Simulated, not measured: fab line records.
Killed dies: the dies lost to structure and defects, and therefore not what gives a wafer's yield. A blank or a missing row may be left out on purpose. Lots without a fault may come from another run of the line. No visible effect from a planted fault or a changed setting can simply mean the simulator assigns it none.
fab line records ; flow n5-finfet
record lots=6; wafers=18; last-day=17
route steps=1938 shown BEOL_M3@962 BEOL_M4@1111 PASSIVATION@1936
lots untouched by any fault: they come from a run of this same line in which no faults occurred
start-h: the number of hours between the record's first day and the start of the first shown wafer of the lot ; wait-h: time in hours since the lot's previous step ; " unchanged from the row above ; L1.1+2: several wafers, shown together as one row ; - no value present, or no start provided ; * or withheld: withheld ; < > ~ a bound
route shown NAME@n: NAME is a module with steps in the file, n the number in the route of the first one ; usual: mean/standard deviation of fault-free wafers ; same: alike in all rows ; chamber/n: place in a boat ; sites: each site's reading ; _std_site: the standard deviation of these ; _edge_site: outer sites' mean less inner sites' ; radius-mm: for every site, how far away it sits from the centre of the wafer ; mask NAME#n: copy n ; behind: the tool/chamber that last shaped the wafer ; hold: why the lot went on hold/how many hours it stayed there/how the hold came to an end ; device: transistor that didn't switch, given as n, p or np ; end of line: at the end of the route, the tests of the same wafers ; a step given without rows: its recipe and nothing more ; killed: dies that structure and defects cost at the first sort, which is not the same as the wafer's yield ; map: shows each die of a wafer: x if killed, . if not, _ if none is there
set.NAME: setting as actually run; set.NAME@STEP: the setting as run at that earlier step ; model.NAME: the simulator's own value behind a step, which no gauge read
lots at selected steps of the route; one table per step, one row per wafer
services: when a tool's chamber went out of use (start-h, in hours from the record's first day, below 0 if earlier), for how many hours, and the reason
## steps
# step N5_BEOL_M3_SOFTBAKE_23
# recipe temp-c=110; time-s=60; resist=CAR-EUV
# step N5_BEOL_M3_EXPOSE_25
# recipe mask-id=V2; na=0.33; source-shape=quasar; sigma-inner=0.2; sigma-outer=0.8; polarization=unpolarized; defocus-nm=5; dose-mj=63
# step N5_BEOL_M3_PEB_26
# recipe peb-temp-c=100; peb-time-s=60; resist=CAR-EUV
# step N5_BEOL_M3_DEVELOP_27
# recipe develop-time-s=30; developer=TMAH; resist=CAR-EUV; rinse-liquid=surfactant-rinse; dry=air-spin; dev-temp-c=23
# step N5_BEOL_M3_CD_MEAS_28
# recipe target-cd-nm=25.7; landing-energy-ev=500; detector=se-inlens; target-cd-y-nm=23.3; polarity=opening
# usual cd-nm=25.68/0.23
lot.wafer;tool;chamber;start-h;wait-h;cd-nm
L472.2;cd-sem-03;0;145.82;-;25.68
L472.3;cd-sem-03;0;145.82;-;25.51
L472.4;cd-sem-03;0;145.82;-;25.58
L478.2;cd-sem-02;0;186.40;-;25.97
L478.5;cd-sem-02;0;186.40;-;25.26
L478.6;cd-sem-02;0;186.40;-;25.80
L479.1;cd-sem-01;0;194.86;-;25.46
L479.3;cd-sem-01;0;194.86;-;25.65
L479.5;cd-sem-01;0;194.86;-;25.87
L491.2;cd-sem-01;0;251.20;-;25.62
L491.3;cd-sem-01;0;251.20;-;25.61
L491.5;cd-sem-01;0;251.20;-;25.69
L490.2;cd-sem-03;0;255.34;-;25.45
L490.4;cd-sem-03;0;255.34;-;25.95
L490.5;cd-sem-03;0;255.34;-;25.61
L495.1;cd-sem-01;0;282.74;-;25.30
L495.2;cd-sem-01;0;282.74;-;25.32
L495.5;cd-sem-01;0;282.74;-;25.86
# step N5_BEOL_M3_OVL_MEAS_29
# recipe points-per-wafer=522
# usual V2_OVL=0.2/0.77
# same points-per-wafer=522
lot.wafer;tool;chamber;start-h;wait-h;V2_OVL[nm]
L472.2;overlay-02;0;145.86;0.0;0.1
L472.3;overlay-02;0;145.86;0.0;0.4
L472.4;overlay-02;0;145.86;0.0;0.4
L478.2;overlay-02;0;186.43;0.0;-1.3
L478.5;overlay-02;0;186.43;0.0;-0.3
L478.6;overlay-02;0;186.43;0.0;-0.6
L479.1;overlay-02;0;194.89;0.0;0.6
L479.3;overlay-02;0;194.89;0.0;1.1
L479.5;overlay-02;0;194.89;0.0;2.0
L491.2;overlay-01;0;251.23;0.0;0.6
L491.3;overlay-01;0;251.23;0.0;-0.7
L491.5;overlay-01;0;251.23;0.0;-0.9
L490.2;overlay-01;0;255.38;0.0;0.3
L490.4;overlay-01;0;255.38;0.0;-0.1
L490.5;overlay-01;0;255.38;0.0;0.0
L495.1;overlay-01;0;282.77;0.0;-0.2
L495.2;overlay-01;0;282.77;0.0;0.1
L495.5;overlay-01;0;282.77;0.0;0.0
# step N5_BEOL_M3_INSPECT_30
# recipe mode=adi; inspect-instrument=brightfield
# usual raw-defect-count=424/79
lot.wafer;tool;chamber;start-h;wait-h;raw-defect-count
L472.2;defect-inspect-01;-;145.91;0.0;404
L472.3;defect-inspect-01;-;145.91;0.0;323
L472.4;defect-inspect-01;-;145.91;0.0;498
L478.2;defect-inspect-01;-;186.49;0.0;420
L478.5;defect-inspect-01;-;186.49;0.0;365
L478.6;defect-inspect-01;-;186.49;0.0;488
L479.1;defect-inspect-01;-;194.95;0.1;365
L479.3;defect-inspect-01;-;194.95;0.1;391
L479.5;defect-inspect-01;-;194.95;0.1;431
L491.2;defect-inspect-01;-;251.28;0.0;455
L491.3;defect-inspect-01;-;251.28;0.0;319
L491.5;defect-inspect-01;-;251.28;0.0;298
L490.2;defect-inspect-01;-;255.43;0.0;601
L490.4;defect-inspect-01;-;255.43;0.0;449
L490.5;defect-inspect-01;-;255.43;0.0;397
L495.1;defect-inspect-02;-;282.83;0.1;457
L495.2;defect-inspect-02;-;282.83;0.1;552
L495.5;defect-inspect-02;-;282.83;0.1;554
# step N5_BEOL_M3_DESCUM_33
# recipe chemistry=O2; time-s=7; source-power-w=50; bias-power-w=20; pressure-mtorr=20; rf-frequency-hz=2.712e+07; temp-c=40; resist=CAR-EUV; o2-flow-sccm=225
# usual bias-power-w=20.00/0.053; drypump-motor-current-A=5.6/0.5; oes-product-au=0.78/0.08; rf-vpp-V=243.3/1.4; showerhead-plenum-p-Torr=2.10/0.067; throttle-valve-pct=20.43/0.25
lot.wafer;tool;chamber;start-h;wait-h;bias-power-w;drypump-motor-current-A;oes-product-au;rf-hours-counter-h;rf-vpp-V;showerhead-plenum-p-Torr;throttle-valve-pct
L472.2;rie-diel-06;1;145.94;0.0;20.12;5.3;0.90;51;242.3;2.13;20.46
L472.3;rie-diel-06;3;145.94;0.0;20.00;6.8;0.92;25;244.0;2.13;20.13
L472.4;rie-diel-06;0;145.94;0.0;20.00;5.5;0.78;140;241.0;2.01;20.65
L478.2;rie-diel-06;0;186.71;0.2;20.05;5.5;0.76;152;242.0;2.01;20.67
L478.5;rie-diel-06;0;186.71;0.2;19.94;5.5;0.76;-;242.2;2.01;20.66
L478.6;rie-diel-06;3;186.71;0.2;20.01;6.7;0.89;-;245.6;2.13;20.15
L479.1;rie-diel-06;2;195.30;0.4;20.03;5.7;0.75;143;243.1;2.01;20.80
L479.3;rie-diel-06;3;195.30;0.4;20.11;6.8;0.89;42;242.7;2.13;20.14
L479.5;rie-diel-06;0;195.30;0.4;19.95;5.5;0.76;-;241.4;2.01;20.66
L491.2;rie-diel-03;1;251.32;0.0;19.97;5.2;0.68;226;244.4;2.15;20.42
L491.3;rie-diel-03;2;251.32;0.0;19.91;4.8;0.90;19;241.7;2.05;19.93
L491.5;rie-diel-03;3;251.32;0.0;19.92;5.1;0.82;-;242.2;2.10;20.31
L490.2;rie-diel-06;2;255.73;0.3;20.08;5.7;0.72;164;241.7;2.00;20.82
L490.4;rie-diel-06;0;255.73;0.3;20.06;5.5;0.74;174;241.3;2.00;20.69
L490.5;rie-diel-06;0;255.73;0.3;20.09;5.5;0.74;-;242.5;2.00;20.69
L495.1;rie-diel-05;3;283.30;0.5;20.05;5.4;0.72;202;244.5;2.17;20.44
L495.2;rie-diel-05;0;283.30;0.5;20.00;5.3;0.74;191;242.7;2.07;20.19
L495.5;rie-diel-05;0;283.30;0.5;20.04;5.3;0.74;-;244.0;2.07;20.17
# step N5_BEOL_M3_ETCH_77
# recipe chemistry=N2/H2; target=underlayer; target-depth-a=65; mask-material=CAR-EUV; time-s=5.2; ion-energy-ev=200; pressure-mtorr=30; source-w=840; bias-w=150; n2-flow-sccm=200; h2-flow-sccm=200; ends=cleared
# usual drypump-motor-current-A=5.6/0.5; etch-rf-on-time-s=5.22/0.095; n2-flow-sccm=200.1/0.67; oes-product-au=0.66/0.07; rf-vpp-V=524.1/2.4; showerhead-plenum-p-Torr=2.55/0.083; throttle-valve-pct=17.86/0.28
lot.wafer;tool;chamber;start-h;wait-h;drypump-motor-current-A;etch-rf-on-time-s;n2-flow-sccm;oes-product-au;rf-hours-counter-h;rf-vpp-V;showerhead-plenum-p-Torr;throttle-valve-pct
L472.2;rie-diel-06;1;145.98;0.0;5.3;5.13;199.3;0.75;51;524.2;2.59;17.93
L472.3;rie-diel-06;3;145.98;0.0;6.8;5.12;200.0;0.78;25;523.8;2.59;17.51
L472.4;rie-diel-06;0;145.98;0.0;5.5;5.13;199.5;0.67;140;522.8;2.43;18.00
L478.2;rie-diel-06;0;186.74;0.0;5.5;5.12;198.8;0.64;152;521.1;2.43;18.01
L478.5;rie-diel-06;0;186.74;0.0;5.5;5.12;199.6;0.65;-;521.8;2.43;18.01
L478.6;rie-diel-06;3;186.74;0.0;6.7;5.04;199.9;0.75;-;526.5;2.59;17.55
L479.1;rie-diel-06;2;195.34;0.0;5.7;5.22;200.2;0.63;143;523.0;2.45;18.31
L479.3;rie-diel-06;3;195.34;0.0;6.8;5.08;199.7;0.75;42;523.8;2.58;17.54
L479.5;rie-diel-06;0;195.34;0.0;5.5;5.11;200.7;0.65;-;524.4;2.43;18.01
L491.2;rie-diel-03;1;251.35;0.0;5.2;5.44;200.2;0.58;226;526.4;2.62;17.90
L491.3;rie-diel-03;2;251.35;0.0;4.8;5.30;200.7;0.77;19;525.5;2.48;17.28
L491.5;rie-diel-03;3;251.35;0.0;5.1;5.18;200.9;0.70;-;524.7;2.56;17.71
L490.2;rie-diel-06;2;255.76;0.0;5.7;5.35;200.5;0.61;164;521.4;2.44;18.34
L490.4;rie-diel-06;0;255.76;0.0;5.5;5.18;200.6;0.64;174;521.5;2.42;18.04
L490.5;rie-diel-06;0;255.76;0.0;5.5;5.26;199.9;0.62;-;521.1;2.42;18.06
L495.1;rie-diel-05;3;283.34;0.0;5.4;5.24;199.2;0.61;202;525.1;2.63;17.81
L495.2;rie-diel-05;0;283.34;0.0;5.3;5.24;199.0;0.62;191;521.6;2.52;17.61
L495.5;rie-diel-05;0;283.34;0.0;5.3;5.28;200.0;0.62;-;523.2;2.52;17.60
# step N5_BEOL_M3_ETCH_69
# recipe chemistry=CF4; target=SiARC; target-depth-a=156; mask-material=CAR-EUV; time-s=26; ion-energy-ev=80; pressure-mtorr=40; source-w=545; bias-w=36; Ar_flow_sccm=100; cf4-flow-sccm=100; ends=cleared
# usual drypump-motor-current-A=5.6/0.5; etch-rf-on-time-s=26.2/0.39; oes-product-au=0.67/0.069; rf-vpp-V=184.1/1.1; showerhead-plenum-p-Torr=2.15/0.065; throttle-valve-pct=15.65/0.23
lot.wafer;tool;chamber;start-h;wait-h;drypump-motor-current-A;etch-rf-on-time-s;oes-product-au;rf-hours-counter-h;rf-vpp-V;showerhead-plenum-p-Torr;throttle-valve-pct
L472.2;rie-diel-06;1;145.99;0.0;5.3;25.7;0.76;51;184.1;2.18;15.62
L472.3;rie-diel-06;3;145.99;0.0;6.8;25.5;0.78;25;184.4;2.19;15.36
L472.4;rie-diel-06;0;145.99;0.0;5.5;25.8;0.66;140;183.7;2.06;15.78
L478.2;rie-diel-06;0;186.76;0.0;5.5;25.9;0.64;152;182.2;2.06;15.81
L478.5;rie-diel-06;0;186.76;0.0;5.5;25.8;0.65;-;184.9;2.06;15.82
L478.6;rie-diel-06;3;186.76;0.0;6.8;25.6;0.76;-;183.5;2.18;15.37
L479.1;rie-diel-06;2;195.35;0.0;5.7;26.6;0.63;143;183.1;2.07;15.97
L479.3;rie-diel-06;3;195.35;0.0;6.8;25.6;0.75;42;184.3;2.18;15.40
L479.5;rie-diel-06;0;195.35;0.0;5.4;26.0;0.65;-;184.3;2.06;15.83
L491.2;rie-diel-03;1;251.37;0.0;5.2;27.0;0.59;226;183.4;2.21;15.72
L491.3;rie-diel-03;2;251.37;0.0;4.8;26.3;0.77;19;184.0;2.10;15.10
L491.5;rie-diel-03;3;251.37;0.0;5.1;26.2;0.70;-;183.5;2.16;15.51
L490.2;rie-diel-06;2;255.78;0.0;5.7;26.6;0.62;164;182.5;2.06;16.01
L490.4;rie-diel-06;0;255.78;0.0;5.5;26.4;0.63;174;183.7;2.05;15.87
L490.5;rie-diel-06;0;255.78;0.0;5.5;26.1;0.63;-;183.5;2.05;15.85
L495.1;rie-diel-05;3;283.35;0.0;5.4;26.3;0.60;202;184.4;2.22;15.69
L495.2;rie-diel-05;0;283.35;0.0;5.3;26.1;0.62;191;182.4;2.13;15.50
L495.5;rie-diel-05;0;283.35;0.0;5.3;26.1;0.62;-;184.6;2.13;15.51
# step N5_BEOL_M3_ALD_98
# recipe material=SiO2; target-thk-a=25; temp-c=100; ald-precursor-family=BDEAS; ald-co-reactant=O2-plasma; pulse-time-s=1; co-reactant-pulse-time-s=1; purge-time-s=2; co-reactant-purge-time-s=2; ald-cycles=17; pressure-torr=2
# usual heater-power-w=78/7.6; precursor-pulse-height-rel=1.000/0.018
# same pulse-time-s=1
lot.wafer;tool;chamber;start-h;wait-h;heater-power-w;precursor-pulse-height-rel
L472.2;ald-sin-03;3;146.08;0.1;77;1.019
L472.3;ald-sin-03;2;146.08;0.1;72;1.001
L472.4;ald-sin-03;1;146.08;0.1;71;0.973
L478.2;ald-sin-04;2;187.49;0.7;80;0.995
L478.5;ald-sin-04;1;187.49;0.7;75;1.011
L478.6;ald-sin-04;2;187.49;0.7;79;1.024
L479.1;ald-sin-01;3;195.63;0.2;79;0.994
L479.3;ald-sin-01;2;195.63;0.2;89;0.995
L479.5;ald-sin-01;1;195.63;0.2;71;1.017
L491.2;ald-sin-03;3;251.50;0.1;78;0.998
L491.3;ald-sin-03;0;251.50;0.1;80;0.988
L491.5;ald-sin-03;2;251.50;0.1;69;1.004
L490.2;ald-sin-03;0;255.95;0.1;80;0.984
L490.4;ald-sin-03;2;255.95;0.1;69;1.027
L490.5;ald-sin-03;1;255.95;0.1;68;1.009
L495.1;ald-sin-01;2;283.50;0.1;87;0.971
L495.2;ald-sin-01;3;283.50;0.1;74;0.983
L495.5;ald-sin-01;3;283.50;0.1;74;0.956
# step N5_BEOL_M3_ETCHBACK_99
# recipe chemistry=CHF3; target=SiO2; target-depth-a=50; time-s=10.4; source-w=215; bias-w=47; Ar_flow_sccm=200; CHF3_flow_sccm=12; ion-energy-ev=100; pressure-mtorr=30
# usual drypump-motor-current-A=5.5/0.5; oes-product-au=0.78/0.086; rf-vpp-V=240.8/2.9; showerhead-plenum-p-Torr=2.17/0.067; throttle-valve-pct=17.10/0.21
lot.wafer;tool;chamber;start-h;wait-h;drypump-motor-current-A;oes-product-au;rf-hours-counter-h;rf-vpp-V;showerhead-plenum-p-Torr;throttle-valve-pct
L472.2;rie-diel-05;0;149.44;3.3;5.3;0.77;148;236.6;2.17;16.93
L472.3;rie-diel-05;1;149.44;3.3;5.6;0.70;239;242.7;2.03;17.46
L472.4;rie-diel-05;2;149.44;3.3;6.0;0.69;227;239.6;2.12;17.36
L478.2;rie-diel-06;0;190.67;3.1;5.5;0.76;153;238.1;2.07;17.32
L478.5;rie-diel-06;2;190.67;3.1;5.7;0.75;-;242.6;2.07;17.40
L478.6;rie-diel-06;3;190.67;3.1;6.7;0.89;-;242.3;2.20;16.89
L479.1;rie-diel-06;1;195.77;0.1;5.3;0.87;65;243.0;2.19;17.10
L479.3;rie-diel-06;0;195.77;0.1;5.5;0.75;155;237.3;2.07;17.33
L479.5;rie-diel-06;2;195.77;0.1;5.7;0.74;-;241.7;2.07;17.41
L491.2;rie-diel-03;2;259.20;7.6;4.8;0.88;21;241.1;2.12;16.60
L491.3;rie-diel-03;0;259.20;7.6;5.3;0.68;219;245.1;2.21;17.12
L491.5;rie-diel-03;3;259.20;7.6;5.1;0.80;-;236.7;2.17;17.00
L490.2;rie-diel-05;2;259.60;3.6;6.0;0.94;9;239.5;2.11;16.98
L490.4;rie-diel-05;0;259.60;3.6;5.3;0.74;185;238.3;2.15;16.97
L490.5;rie-diel-05;2;259.60;3.6;6.0;0.95;-;240.7;2.11;16.99
L495.1;rie-diel-06;3;287.08;3.5;6.8;0.84;74;242.3;2.19;16.95
L495.2;rie-diel-06;1;287.08;3.5;5.4;0.83;94;243.1;2.18;17.15
L495.5;rie-diel-06;3;287.08;3.5;6.8;0.83;-;240.3;2.19;16.95
# step N5_BEOL_M3_ETCH_70
# recipe chemistry=N2/H2; target=SOC; target-depth-a=800; overetch-a=160; mask-material=SiARC; temp-c=40; time-s=120; ion-energy-ev=200; pressure-mtorr=30; source-w=840; bias-w=150; n2-flow-sccm=200; h2-flow-sccm=200
# usual drypump-motor-current-A=5.5/0.5; n2-flow-sccm=199.9/0.62; oes-product-au=0.60/0.061; rf-vpp-V=524.3/2.2; showerhead-plenum-p-Torr=2.56/0.082; throttle-valve-pct=17.80/0.27
lot.wafer;tool;chamber;start-h;wait-h;drypump-motor-current-A;n2-flow-sccm;oes-product-au;rf-hours-counter-h;rf-vpp-V;showerhead-plenum-p-Torr;throttle-valve-pct;model.SiARC_of_BEOL_M3_COAT_68.thk-nm
L472.2;rie-diel-05;0;149.47;0.0;5.3;200.6;0.59;148;524.8;2.54;17.47;6.6
L472.3;rie-diel-05;1;149.47;0.0;5.6;199.9;0.53;239;521.8;2.40;18.18;6.2
L472.4;rie-diel-05;2;149.47;0.0;6.0;198.9;0.54;227;522.1;2.51;18.21;6.4
L478.2;rie-diel-06;0;190.71;0.0;5.5;199.8;0.58;153;521.2;2.43;17.98;6.4
L478.5;rie-diel-06;2;190.71;0.0;5.7;200.9;0.57;-;521.7;2.45;18.26;6.4
L478.6;rie-diel-06;3;190.71;0.0;6.7;200.4;0.66;-;525.2;2.59;17.50;4.4
L479.1;rie-diel-06;1;195.81;0.0;5.4;199.0;0.66;65;525.7;2.59;17.90;4.4
L479.3;rie-diel-06;0;195.81;0.0;5.5;199.3;0.58;155;521.3;2.43;17.96;4.6
L479.5;rie-diel-06;2;195.81;0.0;5.7;201.2;0.57;-;519.9;2.45;18.26;6.4
L491.2;rie-diel-03;2;259.23;0.0;4.8;200.3;0.69;21;521.1;2.48;17.25;6.4
L491.3;rie-diel-03;0;259.23;0.0;5.3;199.7;0.54;219;526.5;2.63;17.93;6.4
L491.5;rie-diel-03;3;259.23;0.0;5.1;200.4;0.63;-;525.6;2.56;17.66;6.4
L490.2;rie-diel-05;2;259.63;0.0;6.0;200.3;0.73;9;522.9;2.49;17.85;6.4
L490.4;rie-diel-05;0;259.63;0.0;5.3;200.8;0.58;185;523.4;2.53;17.55;6.6
L490.5;rie-diel-05;2;259.63;0.0;6.0;200.5;0.73;-;521.4;2.49;17.86;6.4
L495.1;rie-diel-06;3;287.11;0.0;6.8;199.5;0.64;74;525.0;2.57;17.54;6.2
L495.2;rie-diel-06;1;287.11;0.0;5.3;199.7;0.63;94;525.5;2.57;17.95;6.2
L495.5;rie-diel-06;3;287.11;0.0;6.8;200.1;0.63;-;526.4;2.57;17.56;6.2
# step N5_BEOL_M3_STRIP_71
# recipe chemistry=N2/H2; temp-c=40; n2-flow-sccm=200; h2-flow-sccm=200; rf-frequency-hz=6e+07
# step N5_BEOL_M4_RC_MEAS_101
# usual DIBL_N=36.4/1.5; DIBL_P=36.4/1.6; IOFF_N=0.164/0.025; IOFF_P=0.214/0.028; ION_N=675/9.9; ION_P=463/6.5; SS_N=71.5/0.5; SS_P=73.3/0.56; VT_N=249.2/2.7; VT_P=-250.1/2.8
lot.wafer;tool;chamber;start-h;wait-h;DIBL_N[mV/V];DIBL_P[mV/V];IOFF_N[nA/um];IOFF_P[nA/um];ION_N[uA/um];ION_P[uA/um];SS_N[mV/dec];SS_P[mV/dec];VT_N[mV];VT_P[mV]
L472.2;prober-02;0;164.35;0.2;36.9;36.0;0.149;0.180;663;449;71.6;73.3;247.9;-254.4
L472.3;prober-02;0;164.35;0.2;37.6;36.7;0.156;0.191;674;452;71.2;73.5;250.3;-252.5
L472.4;prober-02;0;164.35;0.2;37.0;36.4;0.146;0.184;677;463;71.7;72.6;250.0;-253.9
L478.2;prober-01;0;205.09;0.2;36.7;37.9;0.170;0.231;676;466;72.4;73.5;250.0;-249.0
L478.5;prober-01;0;205.09;0.2;37.9;40.2;0.198;0.263;683;468;71.8;74.4;247.6;-246.9
L478.6;prober-01;0;205.09;0.2;37.3;39.3;0.174;0.245;674;458;72.2;74.0;248.1;-249.2
L479.1;prober-01;0;214.57;1.0;38.6;38.6;0.208;0.250;691;465;71.9;73.4;247.3;-245.6
L479.3;prober-01;0;214.57;1.0;37.5;37.5;0.178;0.220;684;469;71.7;73.3;248.2;-250.6
L479.5;prober-01;0;214.57;1.0;37.3;37.2;0.177;0.221;683;465;71.4;73.1;245.7;-248.5
L491.2;prober-02;0;274.23;0.2;35.8;36.4;0.156;0.207;673;456;72.1;73.3;252.6;-249.4
L491.3;prober-02;0;274.23;0.2;33.8;34.4;0.123;0.179;664;460;70.4;72.7;252.2;-252.7
L491.5;prober-02;0;274.23;0.2;34.7;36.1;0.145;0.202;680;464;71.0;73.3;249.8;-248.2
L490.2;prober-02;0;276.93;0.2;37.1;37.2;0.163;0.237;665;459;72.0;73.6;247.4;-248.3
L490.4;prober-02;0;276.93;0.2;35.5;34.9;0.144;0.205;674;461;71.7;73.4;250.9;-248.5
L490.5;prober-02;0;276.93;0.2;38.8;38.8;0.211;0.275;687;469;71.7;74.8;244.4;-245.7
L495.1;prober-02;0;303.08;0.0;37.1;35.9;0.165;0.203;675;460;71.3;73.4;249.8;-249.2
L495.2;prober-02;0;303.08;0.0;38.6;37.3;0.201;0.237;685;466;71.6;74.3;247.9;-247.4
L495.5;prober-02;0;303.08;0.0;36.7;35.5;0.166;0.198;673;454;71.4;73.5;246.7;-250.3
# step N5_PASSIVATION_PROBE_49
# usual defect-limited-yield=91.1/1.4; killed_at_M0_to_M3=35/8.7; killed_at_M4_up=14/5.3; killed-at-contacts=12/6.2; killed-at-front-end=41/12; killed-at-other=3.4/2.6; killed-dies=105/16; killed-open=67/13; killed-short=36/7.3; sort_bin_5_function=5.2/0.96; sort_bin_6_memory=3.3/0.6; sort-n-pass=1075/16; sort-yield-pct=91.1/1.4
# same gross-dies=1180; killed-at-back-side=0; sort_bin_4_leakage[%]=0; sort_bin_8_speed[%]=0
lot.wafer;tool;chamber;start-h;wait-h;defect-limited-yield[%];killed_at_M0_to_M3;killed_at_M4_up;killed-at-contacts;killed-at-front-end;killed-at-other;killed-dies;killed-open;killed-short;sort_bin_5_function[%];sort_bin_6_memory[%];sort-n-pass;sort-yield-pct[%]
L472.2;prober-01;-;267.37;0.1;92.7;43;12;8;18;5;86;54;32;4.2;3.0;1094;92.7
L472.3;prober-01;-;267.42;0.1;91.1;31;20;14;39;1;105;73;31;4.5;4.2;1075;91.1
L472.4;prober-01;-;267.47;0.2;91.1;49;12;11;30;3;105;65;38;5.3;3.1;1075;91.1
L479.1;prober-01;-;315.18;0.0;91.5;34;8;5;48;5;100;51;49;5.0;3.1;1080;91.5
L479.3;prober-01;-;315.28;0.1;91.3;45;8;10;37;3;103;69;34;5.5;2.9;1077;91.3
L479.5;prober-01;-;315.38;0.2;89.8;32;9;15;63;1;120;76;43;6.4;3.5;1060;89.8
L491.2;prober-02;-;386.13;0.1;92.0;26;8;15;41;4;94;62;31;4.9;2.8;1086;92.0
# killed by level:class
L472.2 BEOL_M0_SAQP:geometric-particle:short=11 MOL_CONTACT_COAG:geometric-particle:open=6 BEOL_M2:geometric-particle:open=6 BEOL_M3:geometric-particle:open=6 SPACER0:geometric-particle:short=5 BEOL_M0_SAQP:geometric-particle:open=5 BEOL_M1:geometric-particle:open=5 BEOL_M4:geometric-particle:open=5
L472.3 MOL_CONTACT_COAG:geometric-particle:open=12 BEOL_M0_SAQP:geometric-particle:open=9 BEOL_M0_SAQP:geometric-particle:short=8 BEOL_M4:geometric-particle:open=8 FIN_SAQP:geometric-particle:short=5 DUMMY_GATE:geometric-particle:open=5 BEOL_M2:geometric-particle:open=5 STI_FIN_REVEAL:geometric-particle:open=4
L472.4 BEOL_M2:geometric-particle:open=12 BEOL_M0_SAQP:geometric-particle:short=11 BEOL_M0_SAQP:geometric-particle:open=9 MOL_CONTACT_COAG:geometric-particle:open=7 FIN_SAQP:geometric-particle:open=6 FIN_SAQP:geometric-particle:short=6 BEOL_M0:geometric-particle:open=5 BEOL_M1:geometric-particle:open=5
L479.1 BEOL_M0_SAQP:geometric-particle:short=12 FIN_SAQP:geometric-particle:open=11 BEOL_M0_SAQP:geometric-particle:open=7 DUMMY_GATE:geometric-particle:open=5 ILD0:geometric-particle:short=5 GATE_CUT:geometric-particle:short=5 STI_FIN_REVEAL:geometric-particle:open=4 MOL_CONTACT_COAG:geometric-particle:open=4
L479.3 BEOL_M0_SAQP:geometric-particle:open=15 BEOL_M0_SAQP:geometric-particle:short=12 BEOL_M2:geometric-particle:open=11 STI_FIN_REVEAL:geometric-particle:open=10 MOL_CONTACT_COAG:geometric-particle:open=5 MOL_CONTACT_COAG:geometric-particle:short=5 STARTING-WAFER:geometric-particle:short=5 BEOL_M5:geometric-particle:open=4
L479.5 STI_FIN_REVEAL:geometric-particle:open=19 BEOL_M0_SAQP:geometric-particle:short=11 BEOL_M0_SAQP:geometric-particle:open=11 FIN_SAQP:geometric-particle:open=10 MOL_CONTACT_COAG:geometric-particle:open=10 STI_FIN_REVEAL:geometric-particle:short=8 FIN_SAQP:geometric-particle:short=6 MOL_CONTACT_COAG:geometric-particle:short=5
L491.2 MOL_CONTACT_COAG:geometric-particle:open=10 FIN_SAQP:geometric-particle:open=10 FIN_SAQP:geometric-particle:short=9 STI_FIN_REVEAL:geometric-particle:open=7 BEOL_M0_SAQP:geometric-particle:open=6 BEOL_M1:geometric-particle:open=6 MOL_CONTACT_COAG:geometric-particle:short=5 GATE_CUT:geometric-particle:short=4
## services
tool;chamber;start-h;hours;kind
rie-diel-06;3;158.92;1.5;repair
rie-diel-03;2;161.17;-;clean
rie-diel-03;2;161.17;-;consumable-replace:focus-ring
rie-diel-03;2;161.17;17.2;scheduled-down
ald-sin-03;3;172.68;20.5;repair
ald-sin-03;-;178.11;14.0;pm
rie-diel-05;1;189.36;-;clean
rie-diel-05;1;189.36;-;consumable-replace:focus-ring
rie-diel-05;1;189.36;-;consumable-replace:showerhead
rie-diel-05;1;189.36;17.0;scheduled-down
rie-diel-05;1;189.36;17.0;vent-cycle
rie-diel-03;2;208.36;12.5;repair
rie-diel-03;3;217.87;22.0;repair
rie-diel-05;2;219.60;-;clean
rie-diel-05;2;219.60;-;consumable-replace:focus-ring
rie-diel-05;2;219.60;16.4;scheduled-down
rie-diel-05;2;219.60;16.4;vent-cycle
ald-sin-04;-;223.62;0.7;repair
rie-diel-05;3;240.96;8.6;repair
ald-sin-03;-;254.01;0.5;repair
ald-sin-01;-;261.74;0.3;repair
ald-sin-01;-;268.25;14.0;pm
ald-sin-03;-;280.74;1.5;repair
rie-diel-05;2;283.44;5.7;repair
## key
first-sign none at tools or gauges
model-effect step=N5_BEOL_M3_ETCH_70; value=SiARC_of_BEOL_M3_COAT_68.thk-nm; without=6.267; struck=4.467
met-at N5_BEOL_M3_ETCH_70
struck-wafers L478.6,L479.1,L479.3
fault kind=process-parameter-drift; tool=rie-diel-06; chamber=-; onset-h=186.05; steps=N5_BEOL_M3_ETCH_70; channel=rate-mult; offset=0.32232; shape=step; end-h=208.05; scope=struck-wafers-only
